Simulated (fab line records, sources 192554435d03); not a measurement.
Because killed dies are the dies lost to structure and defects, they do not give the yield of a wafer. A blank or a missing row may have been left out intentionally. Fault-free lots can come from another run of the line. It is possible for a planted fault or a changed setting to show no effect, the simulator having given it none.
fab line records	flow n5_finfet
record: lots: 6	wafers: 18	last_day: 18
route steps=1938 shown BEOL_M2@870 BEOL_M4@1111 PASSIVATION@1936
lots untouched by any fault: they come from a run of this same line in which no faults occurred
start_h: start of the lot's first displayed wafer, in hours after the record's first day	wait_h: hours elapsed since this lot's preceding step	" identical to the entry in the row above	L1.1+2: several wafers, shown together as one row	- value missing, or start not given	* or withheld: withheld	< > ~ a bound
route shown NAME@n: NAME is a module with steps in the file, n the number in the route of the first one	usual: the fault-free wafers' mean and standard deviation	same: alike in all rows	chamber/n: place in a boat	sites: each site's reading	_std_site: standard deviation of those values	_edge_site: outer sites' mean less inner sites'	radius_mm: how far each site lies from the wafer's centre	mask NAME#n: copy n	behind: the tool/chamber that last shaped the wafer	hold: what put the lot on hold/how long, in hours/how the hold closed	device: which transistor (n, p or np) failed to switch	end of line: tests run on the same wafers once the route is complete	a step without rows: its recipe alone	killed: not the wafer's yield, but the dies lost to structure and defects at the first sort	map: a wafer's dies, marking killed ones x, the rest . and places with no die _
set.NAME: the setting as run; set.NAME@STEP: as run at that earlier step	model.NAME: the simulator's own value behind a step, which no gauge read
certain route steps with their lots: each step a table, each wafer a row
services: from which hour (start_h, from the record's first day; less than 0 if before it) a tool's chamber was out of use, for how many hours, and why
== steps ==
step: N5_BEOL_M2_COAT_22
recipe: resist: CAR-EUV	spin_rpm: 1500	resist_thk_nm: 30
step: N5_BEOL_M2_EBR_24
recipe: solvent: PGMEA	ebr_width_mm: 1.5
step: N5_BEOL_M2_SOFTBAKE_23
recipe: temp_c: 110	time_s: 60	resist: CAR-EUV
step: N5_BEOL_M2_EXPOSE_25
recipe: mask_id: V1	na: 0.33	source_shape: quasar	sigma_inner: 0.2	sigma_outer: 0.8	polarization: unpolarized	defocus_nm: 5	dose_mj: 63
step: N5_BEOL_M2_PEB_26
recipe: peb_temp_c: 100	peb_time_s: 60	resist: CAR-EUV
step: N5_BEOL_M2_DEVELOP_27
recipe: develop_time_s: 30	developer: TMAH	resist: CAR-EUV	rinse_liquid: surfactant_rinse	dry: air_spin	dev_temp_c: 23
step: N5_BEOL_M2_CD_MEAS_28
recipe: target_cd_nm: 26.2	landing_energy_ev: 500	detector: se_inlens	target_cd_y_nm: 24.1	polarity: opening
usual: cd_nm: 26.18/0.26
lot.wafer	tool	chamber	start_h	wait_h	cd_nm
L290.3	cd_sem-01	0	139.01	-	26.26
L290.4	"	0	"	"	26.43
L290.5	"	0	"	"	26.42
L292.1	cd_sem-01	0	150.67	-	26.12
L292.4	"	0	"	"	25.86
L292.5	"	0	"	"	26.14
L294.1	cd_sem-01	0	164.30	-	26.17
L294.2	"	0	"	"	26.09
L294.5	"	0	"	"	26.23
L308.3	cd_sem-02	0	238.74	-	26.41
L308.4	"	0	"	"	26.71
L308.6	"	0	"	"	26.50
L307.1	cd_sem-01	0	242.01	-	26.30
L307.3	"	0	"	"	26.14
L307.5	"	0	"	"	26.05
L309.3	cd_sem-02	0	270.41	-	26.19
L309.4	"	0	"	"	26.37
L309.5	"	0	"	"	26.38
step: N5_BEOL_M2_OVL_MEAS_29
recipe: points_per_wafer: 522
usual: V1_OVL: 0.6/0.7
lot.wafer	tool	chamber	start_h	wait_h	V1_OVL[nm]
L290.3	overlay-02	0	139.05	0.0	0.8
L290.4	"	0	"	"	0.7
L290.5	"	0	"	"	-0.6
L292.1	overlay-02	0	150.70	0.0	1.7
L292.4	"	0	"	"	1.7
L292.5	"	0	"	"	1.1
L294.1	overlay-02	0	164.33	0.0	1.3
L294.2	"	0	"	"	1.2
L294.5	"	0	"	"	1.8
L308.3	overlay-01	0	238.78	0.0	1.3
L308.4	"	0	"	"	1.8
L308.6	"	0	"	"	2.0
L307.1	overlay-01	0	242.04	0.0	0.5
L307.3	"	0	"	"	2.0
L307.5	"	0	"	"	0.6
L309.3	overlay-01	0	270.45	0.0	0.4
L309.4	"	0	"	"	1.6
L309.5	"	0	"	"	0.5
step: N5_BEOL_M2_INSPECT_30
recipe: mode: adi	inspect_instrument: brightfield
usual: raw_defect_count: 442/110
lot.wafer	tool	chamber	start_h	wait_h	raw_defect_count
L290.3	defect_inspect-02	-	139.09	0.0	501
L290.4	"	-	"	"	370
L290.5	"	-	"	"	454
L292.1	defect_inspect-02	-	150.76	0.1	457
L292.4	"	-	"	"	380
L292.5	"	-	"	"	381
L294.1	defect_inspect-02	-	164.39	0.1	417
L294.2	"	-	"	"	347
L294.5	"	-	"	"	308
L308.3	defect_inspect-01	-	238.83	0.0	769
L308.4	"	-	"	"	621
L308.6	"	-	"	"	540
L307.1	defect_inspect-01	-	242.10	0.1	566
L307.3	"	-	"	"	591
L307.5	"	-	"	"	571
L309.3	defect_inspect-02	-	270.49	0.0	411
L309.4	"	-	"	"	416
L309.5	"	-	"	"	657
step: N5_BEOL_M2_DESCUM_33
recipe: chemistry: O2	time_s: 7	source_power_w: 50	bias_power_w: 20	pressure_mtorr: 20	rf_frequency_hz: 2.712e+07	temp_c: 40	resist: CAR-EUV	o2_flow_sccm: 225
usual: drypump_motor_current_A: 5.8/0.42	oes_product_au: 0.80/0.1	rf_vpp_V: 243.4/1.5	showerhead_plenum_p_Torr: 2.11/0.078	throttle_valve_pct: 20.38/0.29
lot.wafer	tool	chamber	start_h	wait_h	drypump_motor_current_A	oes_product_au	rf_hours_counter_h	rf_vpp_V	showerhead_plenum_p_Torr	throttle_valve_pct
L290.3	rie_diel-04	3	139.17	0.1	5.7	0.70	237	243.8	2.17	20.73
L290.4	"	0	"	"	6.4	0.72	224	244.8	2.15	21.01
L290.5	"	1	"	"	6.1	0.88	-	242.8	2.12	20.14
L292.1	rie_diel-05	0	150.80	0.0	6.6	0.82	95	245.5	2.19	20.43
L292.4	"	3	"	"	5.7	0.70	208	243.0	2.09	20.49
L292.5	"	2	"	"	5.1	0.93	-	244.8	2.21	19.84
L294.1	rie_diel-04	2	164.42	0.0	5.5	0.73	175	241.4	2.02	20.52
L294.2	"	1	"	"	6.1	0.86	55	244.9	2.11	20.14
L294.5	"	0	"	"	6.4	0.71	-	244.7	2.15	21.03
L308.3	rie_diel-03	2	238.86	0.0	5.9	0.99	2	246.5	2.23	19.99
L308.4	"	3	"	"	5.5	0.88	35	242.5	2.06	20.53
L308.6	"	2	"	"	5.9	0.99	-	245.4	2.23	20.01
L307.1	rie_diel-03	0	242.13	0.0	5.8	0.68	239	245.0	2.16	20.18
L307.3	"	2	"	"	5.9	0.98	3	244.0	2.23	19.99
L307.5	"	3	"	"	5.5	0.89	-	241.0	2.06	20.53
L309.3	rie_diel-05	2	270.53	0.0	5.1	0.85	52	244.4	2.19	19.89
L309.4	"	0	"	"	6.6	0.77	138	244.4	2.18	20.48
L309.5	"	3	"	"	5.7	0.67	-	244.0	2.08	20.54
step: N5_BEOL_M2_ETCH_77
recipe: chemistry: N2/H2	target: underlayer	target_depth_a: 65	mask_material: CAR-EUV	time_s: 5.2	ion_energy_ev: 200	pressure_mtorr: 30	source_w: 840	bias_w: 150	n2_flow_sccm: 200	h2_flow_sccm: 200	ends: cleared
usual: drypump_motor_current_A: 5.8/0.43	etch_rf_on_time_s: 5.19/0.1	oes_product_au: 0.68/0.087	rf_vpp_V: 525/3.2	showerhead_plenum_p_Torr: 2.56/0.1	throttle_valve_pct: 17.80/0.24
lot.wafer	tool	chamber	start_h	wait_h	drypump_motor_current_A	etch_rf_on_time_s	oes_product_au	rf_hours_counter_h	rf_vpp_V	showerhead_plenum_p_Torr	throttle_valve_pct
L290.3	rie_diel-04	3	139.20	0.0	5.7	5.11	0.60	237	529	2.61	18.01
L290.4	"	0	"	"	6.4	5.22	0.61	224	524	2.60	18.38
L290.5	"	1	"	"	6.1	5.13	0.74	-	525	2.59	17.63
L292.1	rie_diel-05	0	150.83	0.0	6.6	5.29	0.69	95	527	2.68	17.94
L292.4	"	3	"	"	5.7	5.16	0.60	208	525	2.51	17.76
L292.5	"	2	"	"	5.1	5.16	0.80	-	529	2.73	17.52
L294.1	rie_diel-04	2	164.46	0.0	5.5	5.19	0.63	175	521	2.44	17.87
L294.2	"	1	"	"	6.1	5.06	0.74	55	525	2.59	17.67
L294.5	"	0	"	"	6.4	5.20	0.61	-	525	2.59	18.39
L308.3	rie_diel-03	2	238.89	0.0	6.0	5.32	0.82	2	528	2.70	17.29
L308.4	"	3	"	"	5.5	5.22	0.76	35	522	2.46	17.70
L308.6	"	2	"	"	5.9	5.35	0.82	-	530	2.70	17.28
L307.1	rie_diel-03	0	242.17	0.0	5.8	5.27	0.59	239	525	2.60	17.49
L307.3	"	2	"	"	5.9	5.20	0.84	3	529	2.70	17.26
L307.5	"	3	"	"	5.5	5.15	0.75	-	524	2.46	17.71
L309.3	rie_diel-05	2	270.56	0.0	5.1	5.11	0.73	52	527	2.71	17.61
L309.4	"	0	"	"	6.6	5.21	0.66	138	528	2.67	18.00
L309.5	"	3	"	"	5.7	5.09	0.58	-	523	2.50	17.83
step: N5_BEOL_M2_ETCH_69
recipe: chemistry: CF4	target: SiARC	target_depth_a: 156	mask_material: CAR-EUV	time_s: 26	ion_energy_ev: 80	pressure_mtorr: 40	source_w: 545	bias_w: 36	Ar_flow_sccm: 100	cf4_flow_sccm: 100	ends: cleared
usual: cf4_flow_sccm: 100.03/0.29	drypump_motor_current_A: 5.8/0.42	etch_rf_on_time_s: 26.1/0.52	oes_product_au: 0.68/0.087	rf_vpp_V: 184.2/1.3	showerhead_plenum_p_Torr: 2.16/0.083	throttle_valve_pct: 15.58/0.24
lot.wafer	tool	chamber	start_h	wait_h	cf4_flow_sccm	drypump_motor_current_A	etch_rf_on_time_s	oes_product_au	rf_hours_counter_h	rf_vpp_V	showerhead_plenum_p_Torr	throttle_valve_pct
L290.3	rie_diel-04	3	139.22	0.0	100.28	5.7	25.8	0.59	237	183.6	2.19	15.80
L290.4	"	0	"	"	100.36	6.4	26.1	0.61	224	184.5	2.21	16.21
L290.5	"	1	"	"	99.34	6.1	25.6	0.74	-	185.0	2.17	15.34
L292.1	rie_diel-05	0	150.85	0.0	99.59	6.6	26.5	0.69	95	185.2	2.26	15.69
L292.4	"	3	"	"	99.73	5.7	25.8	0.61	208	184.6	2.12	15.62
L292.5	"	2	"	"	100.29	5.1	26.1	0.79	-	185.0	2.29	15.21
L294.1	rie_diel-04	2	164.48	0.0	100.29	5.4	26.6	0.62	175	182.2	2.06	15.63
L294.2	"	1	"	"	99.77	6.1	25.8	0.74	55	184.3	2.17	15.36
L294.5	"	0	"	"	100.00	6.4	26.3	0.61	-	184.6	2.21	16.23
L308.3	rie_diel-03	2	238.91	0.0	99.73	5.8	27.0	0.82	2	185.0	2.29	15.22
L308.4	"	3	"	"	99.74	5.5	26.1	0.75	35	183.5	2.10	15.60
L308.6	"	2	"	"	99.79	5.9	26.9	0.82	-	186.8	2.29	15.21
L307.1	rie_diel-03	0	242.18	0.0	100.24	5.8	26.7	0.58	239	185.4	2.20	15.44
L307.3	"	2	"	"	100.04	5.9	26.3	0.82	3	186.5	2.29	15.21
L307.5	"	3	"	"	100.51	5.5	25.6	0.76	-	183.0	2.10	15.59
L309.3	rie_diel-05	2	270.58	0.0	99.88	5.1	26.0	0.72	52	185.1	2.27	15.32
L309.4	"	0	"	"	99.86	6.6	26.5	0.66	138	184.7	2.24	15.75
L309.5	"	3	"	"	99.72	5.7	25.7	0.58	-	182.9	2.11	15.71
step: N5_BEOL_M2_ALD_98
recipe: material: SiO2	target_thk_a: 25	temp_c: 100	ald_precursor_family: BDEAS	ald_co_reactant: O2-plasma	pulse_time_s: 1	co_reactant_pulse_time_s: 1	purge_time_s: 2	co_reactant_purge_time_s: 2	ald_cycles: 17	pressure_torr: 2
usual: ald_cycles: 17/0	heater_power_w: 83/9.7	precursor_pulse_height_rel: 1.000/0.019
same: purge_time_s: 2
lot.wafer	tool	chamber	start_h	wait_h	ald_cycles	heater_power_w	precursor_pulse_height_rel
L290.3	ald_sin-01	2	139.31	0.1	17	93	1.006
L290.4	"	0	"	"	17	84	1.011
L290.5	"	2	"	"	17	93	1.020
L292.1	ald_sin-04	1	150.93	0.1	16	95	1.017
L292.4	"	0	"	"	17	71	1.023
L292.5	"	1	"	"	17	94	0.996
L294.1	ald_sin-04	3	164.56	0.1	16	97	1.041
L294.2	"	0	"	"	17	69	0.982
L294.5	"	1	"	"	17	93	0.999
L308.3	ald_sin-02	2	239.03	0.1	17	77	0.990
L308.4	"	0	"	"	17	74	0.979
L308.6	"	2	"	"	17	80	0.997
L307.1	ald_sin-04	0	242.27	0.1	17	69	0.980
L307.3	"	2	"	"	17	88	0.979
L307.5	"	1	"	"	17	93	0.982
L309.3	ald_sin-02	2	270.72	0.1	17	80	0.994
L309.4	"	1	"	"	17	67	0.977
L309.5	"	2	"	"	17	78	1.006
step: N5_BEOL_M2_ETCHBACK_99
recipe: chemistry: CHF3	target: SiO2	target_depth_a: 50	time_s: 10.4	source_w: 215	bias_w: 47	Ar_flow_sccm: 200	CHF3_flow_sccm: 12	ion_energy_ev: 100	pressure_mtorr: 30
usual: drypump_motor_current_A: 5.8/0.35	oes_product_au: 0.79/0.097	rf_vpp_V: 241/5.7	showerhead_plenum_p_Torr: 2.16/0.077	throttle_valve_pct: 17.02/0.22
lot.wafer	tool	chamber	start_h	wait_h	drypump_motor_current_A	oes_product_au	rf_hours_counter_h	rf_vpp_V	showerhead_plenum_p_Torr	throttle_valve_pct
L290.3	rie_diel-04	2	142.01	2.7	5.4	0.73	168	249	2.06	17.01
L290.4	"	3	"	"	5.7	0.69	237	244	2.20	17.25
L290.5	"	1	"	"	6.1	0.88	-	242	2.19	16.84
L292.1	rie_diel-05	3	151.97	1.0	5.7	0.71	208	245	2.12	17.02
L292.4	"	0	"	"	6.6	0.81	95	242	2.26	17.07
L292.5	"	0	"	"	6.6	0.81	-	244	2.26	17.08
L294.1	rie_diel-03	1	171.84	7.2	5.8	0.87	27	242	2.17	16.98
L294.2	"	3	"	"	5.5	0.93	17	231	2.11	17.00
L294.5	"	0	"	"	5.8	0.70	-	246	2.22	16.79
L308.3	rie_diel-04	1	242.55	3.5	6.1	0.82	88	243	2.17	16.89
L308.4	"	1	"	"	6.1	0.82	-	243	2.17	16.89
L308.6	"	0	"	"	6.4	0.95	-	234	2.22	17.34
L307.1	rie_diel-05	1	243.59	1.3	5.6	0.69	231	244	2.03	17.10
L307.3	"	3	"	"	5.7	0.69	238	243	2.11	17.05
L307.5	"	3	"	"	5.7	0.70	-	243	2.11	17.07
L309.3	rie_diel-03	2	272.16	1.4	5.9	0.93	16	237	2.30	16.71
L309.4	"	2	"	"	5.9	0.93	-	237	2.30	16.71
L309.5	"	3	"	"	5.5	0.87	-	233	2.10	17.05
step: N5_BEOL_M4_RC_MEAS_101
usual: DIBL_N: 36.5/1.8	DIBL_P: 36.5/2.1	IOFF_N: 0.17/0.031	IOFF_P: 0.22/0.036	ION_N: 677/11	ION_P: 463/8	SS_N: 71.6/0.61	SS_P: 73.3/0.63	VT_N: 249/3.1	VT_P: -250/3.3
lot.wafer	tool	chamber	start_h	wait_h	DIBL_N[mV/V]	DIBL_P[mV/V]	IOFF_N[nA/um]	IOFF_P[nA/um]	ION_N[uA/um]	ION_P[uA/um]	SS_N[mV/dec]	SS_P[mV/dec]	VT_N[mV]	VT_P[mV]
L290.3	prober-01	0	176.51	0.3	39.0	39.2	0.22	0.24	690	465	72.4	74.2	241	-251
L290.4	"	0	"	"	38.3	38.6	0.21	0.24	687	470	71.9	74.9	243	-251
L290.5	"	0	"	"	38.2	38.3	0.21	0.22	696	466	71.7	73.3	243	-250
L292.1	prober-02	0	182.56	0.0	39.1	39.7	0.20	0.22	688	466	71.6	74.0	247	-250
L292.4	"	0	"	"	38.0	38.9	0.18	0.21	693	463	72.3	74.4	246	-253
L292.5	"	0	"	"	40.0	40.0	0.21	0.24	696	470	71.4	74.2	241	-251
L294.1	prober-01	0	201.93	0.0	35.5	35.4	0.14	0.20	675	466	70.5	72.9	250	-250
L294.2	"	0	"	"	35.4	34.3	0.14	0.20	667	468	71.3	72.9	249	-248
L294.5	"	0	"	"	36.8	37.7	0.18	0.24	687	473	72.2	73.5	247	-247
L308.3	prober-02	0	274.69	0.3	35.1	35.4	0.16	0.24	679	476	71.7	71.9	248	-245
L308.4	"	0	"	"	36.8	37.8	0.19	0.28	698	484	71.9	73.7	244	-242
L308.6	"	0	"	"	38.2	40.1	0.24	0.35	709	494	72.1	73.6	243	-240
L307.1	prober-02	0	277.34	0.0	40.0	39.8	0.21	0.25	674	458	72.4	74.4	246	-246
L307.3	"	0	"	"	36.5	34.6	0.13	0.19	649	454	71.9	72.9	254	-251
L307.5	"	0	"	"	38.7	38.6	0.17	0.23	680	468	72.4	73.4	249	-248
L309.3	prober-01	0	306.55	0.3	37.1	39.2	0.17	0.23	672	467	72.3	74.3	251	-252
L309.4	"	0	"	"	33.4	34.9	0.12	0.18	671	459	70.6	73.5	251	-253
L309.5	"	0	"	"	32.7	33.4	0.10	0.15	654	449	70.1	72.2	256	-256
step: N5_PASSIVATION_PROBE_49
usual: defect_limited_yield: 91.4/1.5	killed_at_M0_to_M3: 35/11	killed_at_M4_up: 16/7	killed_at_contacts: 11/5.3	killed_at_front_end: 37/11	killed_at_other: 3.1/2.8	killed_dies: 102/18	killed_open: 69/15	killed_short: 31/7.8	sort_bin_5_function: 5.1/1.1	sort_bin_6_memory: 3.2/0.69	sort_n_pass: 1078/18	sort_yield_pct: 91.4/1.5
same: gross_dies: 1180	killed_at_back_side: 0	sort_bin_4_leakage[%]: 0	sort_bin_8_speed[%]: 0
lot.wafer	tool	chamber	start_h	wait_h	defect_limited_yield[%]	killed_at_M0_to_M3	killed_at_M4_up	killed_at_contacts	killed_at_front_end	killed_at_other	killed_dies	killed_open	killed_short	sort_bin_5_function[%]	sort_bin_6_memory[%]	sort_n_pass	sort_yield_pct[%]
L290.3	prober-01	-	277.07	0.1	92.7	36	11	10	23	6	86	51	28	4.0	3.1	1094	92.7
L290.4	prober-01	-	277.12	0.2	93.2	28	13	9	28	2	80	49	29	3.6	2.8	1100	93.2
L290.5	prober-01	-	277.17	0.2	94.7	24	12	6	18	2	62	49	13	3.1	1.8	1118	94.7
killed by level:class
L290.3 BEOL_M2:geometric_particle:open=10 MOL_CONTACT_COAG:geometric_particle:open=7 BEOL_M0_SAQP:geometric_particle:short=6 BEOL_M0_SAQP:geometric_particle:open=6 BEOL_M3:geometric_particle:open=6 DUMMY_GATE:geometric_particle:open=5 FIN_SAQP:geometric_particle:short=4 BEOL_M4:geometric_particle:open=4
L290.4 BEOL_M0_SAQP:geometric_particle:short=7 MOL_CONTACT_COAG:geometric_particle:open=6 BEOL_M4:geometric_particle:open=6 ILD0:geometric_particle:open=5 BEOL_M0_SAQP:geometric_particle:open=5 BEOL_M1:geometric_particle:open=5 BEOL_M2:geometric_particle:open=5 ILD0:geometric_particle:short=4
L290.5 BEOL_M1:geometric_particle:open=8 MOL_CONTACT_COAG:geometric_particle:open=6 BEOL_M0_SAQP:geometric_particle:open=6 BEOL_M2:geometric_particle:open=6 FIN_SAQP:geometric_particle:open=4 DUMMY_GATE:geometric_particle:open=4 BEOL_M4:geometric_particle:open=4 FIN_SAQP:geometric_particle:short=3
== services ==
tool	chamber	start_h	hours	kind
rie_diel-03	-	118.04	2.8	pm
rie_diel-04	2	122.02	1.8	repair
ald_sin-01	0	144.35	15.5	repair
ald_sin-02	3	158.10	10.5	repair
rie_diel-05	0	166.50	3.8	repair
rie_diel-05	3	168.28	4.5	repair
ald_sin-02	2	171.21	14.8	repair
ald_sin-04	-	176.75	14.0	pm
rie_diel-04	3	176.86	-	clean
rie_diel-04	3	176.86	-	consumable_replace:focus_ring
rie_diel-04	3	176.86	19.3	scheduled_down
rie_diel-04	3	176.86	19.3	vent_cycle
rie_diel-03	3	197.84	8.7	repair
rie_diel-04	0	208.14	-	clean
rie_diel-04	0	208.14	-	consumable_replace:focus_ring
rie_diel-03	3	214.28	5.1	repair
ald_sin-02	2	247.51	6.3	repair
ald_sin-01	0	248.38	10.8	repair
rie_diel-03	3	248.74	6.3	repair
rie_diel-04	3	251.44	4.5	repair
rie_diel-05	3	256.33	3.1	repair
ald_sin-04	0	256.46	6.5	repair
rie_diel-03	2	262.22	1.6	repair
rie_diel-04	1	270.31	3.5	repair
== key ==
first_sign: step: N5_BEOL_M2_ALD_98	reading: ald_cycles	direction: down	sigmas: 99+	usual: *	struck: *
effect none on later readings
met_at N5_BEOL_M2_ALD_98
struck_wafers L292.1,L294.1
fault: kind: process_parameter_drift	tool: ald_sin-04	chamber: -	onset_h: 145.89	steps: N5_BEOL_M2_ALD_98	channel: ald_cycles	offset: *	shape: step	end_h: 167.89	scope: struck_wafers_only	acts_in: *	stated: *
